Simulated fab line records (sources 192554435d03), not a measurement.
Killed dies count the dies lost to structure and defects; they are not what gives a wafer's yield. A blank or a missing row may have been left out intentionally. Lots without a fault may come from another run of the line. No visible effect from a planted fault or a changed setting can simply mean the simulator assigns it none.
Split-lot study / flow n5Finfet / on a route of 1938 steps: 7 lots, 39 wafers read

## SPLIT DETAILS
At N5_SD_EPI_P_EPI_21 (deposits SiGe:B, time 355 s), the setting epiGrowthTimeS was moved away from the recipe's 355 s on 18 of the 39 wafers read, by -54.2% to -27.7%. All remaining wafers had this setting at the recipe value.

The split's own step is where the reading is taken.

## THE READING
SiGe-B_of_SD_EPI_P_EPI_21.thkNm (the simulator's own value, which no gauge read), in nm, at N5_SD_EPI_P_EPI_21 (deposits SiGe:B, time 355 s). No usual value for it is given in the file. The 21 wafers here that ran the recipe average 61.1 nm, standard deviation 0.52 nm.

wafer=L075.1; tool, chamber at the split=epiRpcvd-03, 0; epiGrowthTimeS as run, s=355; against the recipe=recipe; SiGe-B_of_SD_EPI_P_EPI_21.thkNm, nm=61; against lot-mates on the recipe=-
wafer=L075.2; tool, chamber at the split=epiRpcvd-03, 0; epiGrowthTimeS as run, s=355; against the recipe=recipe; SiGe-B_of_SD_EPI_P_EPI_21.thkNm, nm=61.2; against lot-mates on the recipe=-
wafer=L075.6; tool, chamber at the split=epiRpcvd-03, 0; epiGrowthTimeS as run, s=355; against the recipe=recipe; SiGe-B_of_SD_EPI_P_EPI_21.thkNm, nm=60.8; against lot-mates on the recipe=-
wafer=L082.1; tool, chamber at the split=epiRpcvd-01, 0; epiGrowthTimeS as run, s=194.9; against the recipe=-45.1%; SiGe-B_of_SD_EPI_P_EPI_21.thkNm, nm=36.4; against lot-mates on the recipe=-25.2
wafer=L082.2; tool, chamber at the split=epiRpcvd-01, 0; epiGrowthTimeS as run, s=194.9; against the recipe=-45.1%; SiGe-B_of_SD_EPI_P_EPI_21.thkNm, nm=36.2; against lot-mates on the recipe=-25.4
wafer=L082.3; tool, chamber at the split=epiRpcvd-01, 0; epiGrowthTimeS as run, s=194.9; against the recipe=-45.1%; SiGe-B_of_SD_EPI_P_EPI_21.thkNm, nm=36.2; against lot-mates on the recipe=-25.4
wafer=L082.4; tool, chamber at the split=epiRpcvd-01, 0; epiGrowthTimeS as run, s=355; against the recipe=recipe; SiGe-B_of_SD_EPI_P_EPI_21.thkNm, nm=61.6; against lot-mates on the recipe=-
wafer=L082.5; tool, chamber at the split=epiRpcvd-01, 0; epiGrowthTimeS as run, s=355; against the recipe=recipe; SiGe-B_of_SD_EPI_P_EPI_21.thkNm, nm=61.8; against lot-mates on the recipe=-
wafer=L082.6; tool, chamber at the split=epiRpcvd-01, 0; epiGrowthTimeS as run, s=355; against the recipe=recipe; SiGe-B_of_SD_EPI_P_EPI_21.thkNm, nm=61.4; against lot-mates on the recipe=-
wafer=L088.1; tool, chamber at the split=epiRpcvd-02, 0; epiGrowthTimeS as run, s=191.9; against the recipe=-45.9%; SiGe-B_of_SD_EPI_P_EPI_21.thkNm, nm=36; against lot-mates on the recipe=-26.0
wafer=L088.2; tool, chamber at the split=epiRpcvd-02, 0; epiGrowthTimeS as run, s=191.9; against the recipe=-45.9%; SiGe-B_of_SD_EPI_P_EPI_21.thkNm, nm=36.6; against lot-mates on the recipe=-25.4
wafer=L088.3; tool, chamber at the split=epiRpcvd-02, 0; epiGrowthTimeS as run, s=355; against the recipe=recipe; SiGe-B_of_SD_EPI_P_EPI_21.thkNm, nm=62.2; against lot-mates on the recipe=-
wafer=L088.6; tool, chamber at the split=epiRpcvd-02, 0; epiGrowthTimeS as run, s=355; against the recipe=recipe; SiGe-B_of_SD_EPI_P_EPI_21.thkNm, nm=62.2; against lot-mates on the recipe=-
wafer=L088.4; tool, chamber at the split=epiRpcvd-02, 0; epiGrowthTimeS as run, s=191.9; against the recipe=-45.9%; SiGe-B_of_SD_EPI_P_EPI_21.thkNm, nm=36.4; against lot-mates on the recipe=-25.6
wafer=L088.5; tool, chamber at the split=epiRpcvd-02, 0; epiGrowthTimeS as run, s=355; against the recipe=recipe; SiGe-B_of_SD_EPI_P_EPI_21.thkNm, nm=61.6; against lot-mates on the recipe=-
wafer=L091.1; tool, chamber at the split=epiRpcvd-01, 0; epiGrowthTimeS as run, s=355; against the recipe=recipe; SiGe-B_of_SD_EPI_P_EPI_21.thkNm, nm=60.4; against lot-mates on the recipe=-
wafer=L091.2; tool, chamber at the split=epiRpcvd-01, 0; epiGrowthTimeS as run, s=355; against the recipe=recipe; SiGe-B_of_SD_EPI_P_EPI_21.thkNm, nm=61.4; against lot-mates on the recipe=-
wafer=L091.3; tool, chamber at the split=epiRpcvd-01, 0; epiGrowthTimeS as run, s=162.7; against the recipe=-54.2%; SiGe-B_of_SD_EPI_P_EPI_21.thkNm, nm=30.4; against lot-mates on the recipe=-30.5
wafer=L091.4; tool, chamber at the split=epiRpcvd-01, 0; epiGrowthTimeS as run, s=162.7; against the recipe=-54.2%; SiGe-B_of_SD_EPI_P_EPI_21.thkNm, nm=30; against lot-mates on the recipe=-30.9
wafer=L091.5; tool, chamber at the split=epiRpcvd-01, 0; epiGrowthTimeS as run, s=162.7; against the recipe=-54.2%; SiGe-B_of_SD_EPI_P_EPI_21.thkNm, nm=30.6; against lot-mates on the recipe=-30.3
wafer=L091.6; tool, chamber at the split=epiRpcvd-01, 0; epiGrowthTimeS as run, s=355; against the recipe=recipe; SiGe-B_of_SD_EPI_P_EPI_21.thkNm, nm=61; against lot-mates on the recipe=-
wafer=L092.1; tool, chamber at the split=epiRpcvd-03, 0; epiGrowthTimeS as run, s=355; against the recipe=recipe; SiGe-B_of_SD_EPI_P_EPI_21.thkNm, nm=60.4; against lot-mates on the recipe=-
wafer=L092.2; tool, chamber at the split=epiRpcvd-03, 0; epiGrowthTimeS as run, s=355; against the recipe=recipe; SiGe-B_of_SD_EPI_P_EPI_21.thkNm, nm=60.6; against lot-mates on the recipe=-
wafer=L092.3; tool, chamber at the split=epiRpcvd-03, 0; epiGrowthTimeS as run, s=182.5; against the recipe=-48.6%; SiGe-B_of_SD_EPI_P_EPI_21.thkNm, nm=33.8; against lot-mates on the recipe=-26.9
wafer=L092.4; tool, chamber at the split=epiRpcvd-03, 0; epiGrowthTimeS as run, s=182.5; against the recipe=-48.6%; SiGe-B_of_SD_EPI_P_EPI_21.thkNm, nm=33.8; against lot-mates on the recipe=-26.9
wafer=L092.5; tool, chamber at the split=epiRpcvd-03, 0; epiGrowthTimeS as run, s=355; against the recipe=recipe; SiGe-B_of_SD_EPI_P_EPI_21.thkNm, nm=61; against lot-mates on the recipe=-
wafer=L092.6; tool, chamber at the split=epiRpcvd-03, 0; epiGrowthTimeS as run, s=182.5; against the recipe=-48.6%; SiGe-B_of_SD_EPI_P_EPI_21.thkNm, nm=34; against lot-mates on the recipe=-26.7
wafer=L094.1; tool, chamber at the split=epiRpcvd-02, 0; epiGrowthTimeS as run, s=256.6; against the recipe=-27.7%; SiGe-B_of_SD_EPI_P_EPI_21.thkNm, nm=47.8; against lot-mates on the recipe=-13.2
wafer=L094.2; tool, chamber at the split=epiRpcvd-02, 0; epiGrowthTimeS as run, s=256.6; against the recipe=-27.7%; SiGe-B_of_SD_EPI_P_EPI_21.thkNm, nm=48.6; against lot-mates on the recipe=-12.4
wafer=L094.3; tool, chamber at the split=epiRpcvd-02, 0; epiGrowthTimeS as run, s=355; against the recipe=recipe; SiGe-B_of_SD_EPI_P_EPI_21.thkNm, nm=60.6; against lot-mates on the recipe=-
wafer=L094.4; tool, chamber at the split=epiRpcvd-02, 0; epiGrowthTimeS as run, s=355; against the recipe=recipe; SiGe-B_of_SD_EPI_P_EPI_21.thkNm, nm=61.4; against lot-mates on the recipe=-
wafer=L094.5; tool, chamber at the split=epiRpcvd-02, 0; epiGrowthTimeS as run, s=355; against the recipe=recipe; SiGe-B_of_SD_EPI_P_EPI_21.thkNm, nm=61; against lot-mates on the recipe=-
wafer=L094.6; tool, chamber at the split=epiRpcvd-02, 0; epiGrowthTimeS as run, s=256.6; against the recipe=-27.7%; SiGe-B_of_SD_EPI_P_EPI_21.thkNm, nm=48.2; against lot-mates on the recipe=-12.8
wafer=L097.1; tool, chamber at the split=epiRpcvd-01, 0; epiGrowthTimeS as run, s=355; against the recipe=recipe; SiGe-B_of_SD_EPI_P_EPI_21.thkNm, nm=61.2; against lot-mates on the recipe=-
wafer=L097.2; tool, chamber at the split=epiRpcvd-01, 0; epiGrowthTimeS as run, s=178.8; against the recipe=-49.6%; SiGe-B_of_SD_EPI_P_EPI_21.thkNm, nm=33.4; against lot-mates on the recipe=-27.4
wafer=L097.3; tool, chamber at the split=epiRpcvd-01, 0; epiGrowthTimeS as run, s=355; against the recipe=recipe; SiGe-B_of_SD_EPI_P_EPI_21.thkNm, nm=60.6; against lot-mates on the recipe=-
wafer=L097.4; tool, chamber at the split=epiRpcvd-01, 0; epiGrowthTimeS as run, s=355; against the recipe=recipe; SiGe-B_of_SD_EPI_P_EPI_21.thkNm, nm=60.6; against lot-mates on the recipe=-
wafer=L097.5; tool, chamber at the split=epiRpcvd-01, 0; epiGrowthTimeS as run, s=178.8; against the recipe=-49.6%; SiGe-B_of_SD_EPI_P_EPI_21.thkNm, nm=33.2; against lot-mates on the recipe=-27.6
wafer=L097.6; tool, chamber at the split=epiRpcvd-01, 0; epiGrowthTimeS as run, s=178.8; against the recipe=-49.6%; SiGe-B_of_SD_EPI_P_EPI_21.thkNm, nm=33.6; against lot-mates on the recipe=-27.2

FIT RESULTS
A straight line over all 39 wafers: SiGe-B_of_SD_EPI_P_EPI_21.thkNm changes by +0.555 nm for each +1% of epiGrowthTimeS; r = +1.00; the points scatter about the line by 0.86 nm.
The same after taking each lot's own level away (the mean of its wafers on the recipe; 39 wafers): +0.555 nm for each +1%; r = +1.00; scatter 0.79 nm.
Per that fit: largest epiGrowthTimeS move, reading shift of 30 nm.
Measured against the standard deviation above, the lots' own levels, which go from 60.67 to 62.00 nm, span 2.5 times it.
The two slopes agree, so the slope changes little with the lot-to-lot level.
Check: -29.9 nm against its lot-mates is what the line predicts for one of the wafers moved furthest among these (-54.2%) when that wafer is left out of the fit. It came out at -30.5 nm against them.

## OTHER SPLITS APPLIED TO THESE WAFERS
Before the reading, these wafers also passed through other splits. Each is held against what the fit with the lots' levels taken away leaves over:
other split on the same wafers=N5_ZERO_LAYER_PECVD_02 timeS; wafers away from the commonest value=15; r with SiGe-B_of_SD_EPI_P_EPI_21.thkNm (lot level and that fit taken away)=-0.39
other split on the same wafers=N5_FIN_SAQP_ETCH_65 timeS; wafers away from the commonest value=18; r with SiGe-B_of_SD_EPI_P_EPI_21.thkNm (lot level and that fit taken away)=-0.17
other split on the same wafers=N5_SD_EPI_N_ETCH_45 targetDepthA; wafers away from the commonest value=9; r with SiGe-B_of_SD_EPI_P_EPI_21.thkNm (lot level and that fit taken away)=-0.22

## THE WHOLE CHAIN: every reading that the file lists as answering this split, in the file's order
step=N5_SD_EPI_P_EPI_21; what it does=deposits SiGe:B, time 355 s; reading=SiGe-B_of_SD_EPI_P_EPI_21.thkNm (the simulator's own value, which no gauge read); change (the file's fit)=+0.552 nm for each +1% of the setting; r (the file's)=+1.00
step=N5_SD_EPI_P_EPI_MEAS_23; what it does=; reading=thkNm; change (the file's fit)=withheld for each +1% of the setting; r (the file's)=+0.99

## THE FILE'S OWN FIT
SiGe-B_of_SD_EPI_P_EPI_21.thkNm changes by +0.552 nm for each +1% of epiGrowthTimeS, r = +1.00.
